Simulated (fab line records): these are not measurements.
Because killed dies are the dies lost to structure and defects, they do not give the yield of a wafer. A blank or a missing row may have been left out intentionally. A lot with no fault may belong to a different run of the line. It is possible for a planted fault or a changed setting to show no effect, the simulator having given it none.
Struck lot and sound lot, side by side :: flow n5 finfet :: 14 out of 1938 route steps
Sound: these wafers, L122.1, L122.2, L122.4. Wafers L138.3, L138.5, L138.6 were the ones struck. The cause comes at the end.
Order at every step that has rows: each side's tool, ch and its chambers, its first start. Under that, the readings that differ: sound wafers :: struck wafers :: difference of the means :: sigmas: that difference in standard deviations of wafers without a fault.
alike: readings whose means differ by less than 2 such deviations, and words and numbers that are the same on both sides. not compared: withheld readings, readings that some wafer has no value for, bounds like >300 that may hide the same value, and numbers for which the record gives no deviation and whose values overlap.
The two part at a step that has a row with sigmas, a row that says differs or no value, or rows on one side only. Non-overlapping numbers with no deviation appear without sigmas and do not part them. Lack of a reading on every wafer of one side parts them only where that side has two or more wafers.

N5_BEOL_M3_STRIP_66: strips in CF4.
  sound on rie diel-05 ch 0,1,3, day 8 05:39; struck on rie diel-01 ch 0,1,3, day 12 01:32
  alike: drypump motor current A, oes product au, rf vpp V, showerhead plenum p Torr, throttle valve pct
  not compared: rf hours counter h
N5_BEOL_M3_HM_OPEN_17: chemistry Cl2/BCl3, target TiN, target depth 20 nm, overetch 6 nm.
  sound on rie metal-02 ch 0,1, day 8 05:41; struck on rie metal-01 ch 0,1, day 12 01:36
  alike: drypump motor current A, mfc ar sccm, oes product au, throttle valve pct
  not compared: rf hours counter h
N5_BEOL_M3_STRIP_19: strips in O2.
  sound on rie diel-05 ch 0,2,3, day 8 05:48; struck on rie diel-05 ch 0,1,3, day 12 01:43
  alike: drypump motor current A, oes product au, rf vpp V, showerhead plenum p Torr, throttle valve pct
  not compared: rf hours counter h
N5_BEOL_M3_CD_MEAS_18: pitch 36 nm, target cd 18 nm.
  sound on cd sem-01, day 8 05:52; struck on cd sem-02, day 12 01:47
  alike: cd nm
then, 8 steps without rows for these wafers: N5_BEOL_M3_COAT_67 (time 60 s, resist thk 60 nm); N5_BEOL_M3_COAT_68 (time 60 s, resist thk 12 nm); N5_BEOL_M3_COAT_76 (time 60 s, resist thk 5 nm); N5_BEOL_M3_COAT_22 (resist thk 30 nm); N5_BEOL_M3_EBR_24; N5_BEOL_M3_SOFTBAKE_23 (time 60 s); N5_BEOL_M3_EXPOSE_25 (exposes mask V2, defocus 5 nm); N5_BEOL_M3_PEB_26 (peb time 60 s).
N5_BEOL_M3_DEVELOP_27: develop time 30 s.
  struck on litho track-04, day 12 02:10; sound on litho track-03 ch 0, day 8 06:15
  no value came back on the struck wafers for chill plate temp C (C), develop time s (s); on the sound wafers chill plate temp C (C) reads 23.25 23.17 23.14
reading: model.CAR-EUV_of_BEOL_M3_COAT_22.thk nm (nm)
sound: 29.6 29.6 29.6
struck: 30 30.2 30
difference: +0
sigmas: 
N5_BEOL_M3_CD_MEAS_28: target cd 25.7 nm, target cd y 23.3 nm.
  sound on cd sem-01 ch 0, day 8 06:19; struck on cd sem-03 ch 0, day 12 02:14
reading: cd nm (nm)
sound: 25.90 25.44 26.13
struck: - - -
difference: no value on the struck wafers
sigmas: 

WHERE THEY PART
Last at N5_BEOL_M3_CD_MEAS_28 as far as this record goes, first at N5_BEOL_M3_DEVELOP_27.

WHY: what the simulator had put in
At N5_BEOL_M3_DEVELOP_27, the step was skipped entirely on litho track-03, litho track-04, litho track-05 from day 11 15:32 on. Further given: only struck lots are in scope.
